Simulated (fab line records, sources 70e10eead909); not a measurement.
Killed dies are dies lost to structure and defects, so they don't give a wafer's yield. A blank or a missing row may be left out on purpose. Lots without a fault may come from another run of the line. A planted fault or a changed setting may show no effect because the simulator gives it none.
Which tool did it? | flow nand_harc | 12 lots, 36 wafers sampled, at 2 steps of a route of 1302

WHAT THE GAUGES READ, wafer by wafer
NHARC_A_WL_FILL_INSPECT_15.
lot  | measured     | on                | raw_defect_count
L074 | day 21 08:59 | defect_inspect-02 | 357 478 397
L077 | day 22 15:50 | defect_inspect-02 | 580 690 1261
L079 | day 23 15:41 | defect_inspect-01 | 612 399 472
L081 | day 24 03:46 | defect_inspect-02 | 516 662 588
L083 | day 25 11:11 | defect_inspect-02 | 587 480 598
L084 | day 25 19:20 | defect_inspect-02 | 460 408 533
L087 | day 26 18:05 | defect_inspect-02 | 477 889 373
L088 | day 27 11:18 | defect_inspect-01 | 330 413 393
L092 | day 28 10:01 | defect_inspect-02 | 590 642 908
L093 | day 28 20:20 | defect_inspect-01 | 460 473 472
L095 | day 29 14:27 | defect_inspect-02 | 474 364 426
L097 | day 31 07:29 | defect_inspect-01 | 358 399 338

WHICH TOOL RAN EACH LOT (tool, then ch and the chambers of the sampled wafers, then the start)
lot  | NHARC_A_WL_FILL_ALD_19
L074 | ald_metal-04 ch 0,1,2, day 21 08:08
L077 | ald_metal-03 ch 2,3, day 22 14:59
L079 | ald_metal-03 ch 1,2,3, day 23 14:51
L081 | ald_metal-03 ch 1,2,3, day 24 02:53
L083 | ald_metal-03 ch 0,2, day 25 10:17
L084 | ald_metal-01 ch 1,2,3, day 25 18:28
L087 | ald_metal-03 ch 0,2,3, day 26 17:13
L088 | ald_metal-01 ch 0,1,3, day 27 09:49
L092 | ald_metal-01 ch 1,3, day 28 09:07
L093 | ald_metal-04 ch 1,3, day 28 19:29
L095 | ald_metal-01 ch 0,2,3, day 29 13:35
L097 | ald_metal-01 ch 1,2,3, day 31 06:40
- NHARC_A_WL_FILL_ALD_19: deposits TiN, target thk 2 nm, pulse time 3 s, ald cycles 100.

THE ANSWER, worked out from the rows above alone
Rule: what is usual is taken from the lots themselves. Put in order of their means at a reading, lots are off if they are a third of the lots or fewer, leave a main group of 4 or more, and stand apart from it by a gap of 3 or more times the standard deviation of the main group's means; of several such gaps the widest counts. A main group whose means are all the same, to the digits that the tables above print for the reading, isn't used. A lot without any number at a reading at which 4 lots or more have one is off too. The other lots that the step has rows for count as sound.
No lot is off at any reading shown: from this, nothing can be told.

WHAT THE SIMULATOR HAD PUT IN
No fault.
